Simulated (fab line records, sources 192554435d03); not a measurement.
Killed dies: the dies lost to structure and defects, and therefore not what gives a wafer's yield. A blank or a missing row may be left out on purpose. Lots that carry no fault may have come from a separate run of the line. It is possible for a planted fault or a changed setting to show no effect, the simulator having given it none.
Code-filled problem report in 8D (eight disciplines) form	flow n5_finfet	the parts of the form that need people (team, actions taken, sign-off) are left out

## 1. THE ISSUE
At N5_BEOL_M6_INSPECT_30, raw_defect_count averages 1488 over 2 wafers from 2 lots, while fault-free wafers read 422, standard deviation 110. Relative to the usual mean, that is a shift of +9.7 standard deviations.
The step: inspects for defects (brightfield).
First seen on wafer L753.6, day 11 21:20, on defect_inspect-01. At this step, 30 wafers from 10 lots have a number in the record. By rule, "out" or "out of limits" means more than 4 standard deviations away from the usual mean. The rest of the wafers with a number are treated as sound.

## 2. WHAT THIS IS AND IS NOT
question	is	is not
which readings at this step	raw_defect_count	-
which lots	L753, L757	L747, L750, L751, L760, L763, L767, L768, L769
which wafers of those lots	L753.6, L757.1	L753.1, L753.3, L757.2, L757.6
read on which gauges	defect_inspect-01	defect_inspect-02
when	from day 11 21:20	up to then (11 sound wafers); but 17 sound wafers of L757, L760, L763, L767, L768, L769 came after

## 3. SUSPECTS, AND WHAT RULES EACH OUT
Counting: a tool at a process step up to the reading stays a suspect if it ran every lot that is out. Sound lots after the first of them don't rule it out here, since some wafers of a struck lot are sound.
- the gauge at N5_BEOL_M6_INSPECT_30 is ruled out. All the wafers that are out were read on defect_inspect-01, but those of them that N5_PASSIVATION_PROBE_49 has rows for are out there too, on other tools.
- rie_diel-02 at N5_BEOL_M6_ETCH_62 (etches SOC in N2/H2, target depth 110 nm, overetch 22 nm, time 165 s): kept. Ran every lot that is out, first one L753 (day 11 19:40); last sound lot up to then L750 (day 10 18:24).
- rie_diel-02 at N5_BEOL_M6_STRIP_67 (strips in CF4): kept. Ran every lot that is out, first one L753 (day 11 19:49); last sound lot up to then L750 (day 10 18:32).
- In rie_diel-02 at N5_BEOL_M6_ETCH_62, the wafers that are out were processed in chamber 3 and their sound lot-mates in chambers 0, 2.
- In rie_diel-02 at N5_BEOL_M6_STRIP_67, the wafers that are out were processed in chamber 3 and their sound lot-mates in chambers 0, 2.
After counting, rie_diel-02 at N5_BEOL_M6_ETCH_62 and rie_diel-02 at N5_BEOL_M6_STRIP_67 remain.

## 4. THE CAUSE (what the simulator had put in)
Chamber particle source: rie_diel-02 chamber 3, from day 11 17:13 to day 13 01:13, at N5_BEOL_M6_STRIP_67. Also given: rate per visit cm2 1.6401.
This tool is one of the 2 suspects left after counting.

## 5. SEQUENCE OF EFFECTS, ordered by route
Each row: a reading where the mean over the struck wafers with a number is more than 3 standard deviations away from the usual. Only readings for which the record gives a usual standard deviation are gone through. hours: the time from each lot's start at the first step in this table that gives one to its start at this step, as a median over the lots. sigmas: the change in usual standard deviations.
hours	step	reading	usual	on struck wafers	change	sigmas
0	N5_BEOL_M6_INSPECT_30	raw_defect_count	422	1488	+1066	+9.7
88	N5_PASSIVATION_PROBE_49	defect_limited_yield	91.0 %	80.8	-10.2	-6.8
88	N5_PASSIVATION_PROBE_49	killed_at_M4_up	13	150	+138	+28
88	N5_PASSIVATION_PROBE_49	killed_dies	106	226	+120	+7.1
88	N5_PASSIVATION_PROBE_49	sort_bin_5_function	5.3 %	11.7	+6.4	+6.4
88	N5_PASSIVATION_PROBE_49	sort_n_pass	1074	954	-120	-7.1
88	N5_PASSIVATION_PROBE_49	sort_yield_pct	91.0 %	80.8	-10.2	-6.8
Here are the process steps it includes:
- N5_PASSIVATION_PROBE_49
Later measuring or inspecting steps at which every struck wafer that the step has a row for has a number for every such reading, and none has moved that far: N5_BEOL_M6_OCD_MEAS_38.

## 6. WHAT WOULD HAVE CAUGHT IT SOONER
Counted from the fault's start at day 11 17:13, it took 4 hours until the first out-of-limits reading at a measuring or inspecting step in this record, taken at day 11 21:20.
No tool reading at N5_BEOL_M6_STRIP_67 that has a usual standard deviation in the record was out on any struck wafer, so an alarm limit of 4 standard deviations on those readings would not have fired.
L757, from the lots that are out (2), started N5_BEOL_M6_STRIP_67 on rie_diel-02 later than day 11 21:20. Holding the tool at that time would have saved it.
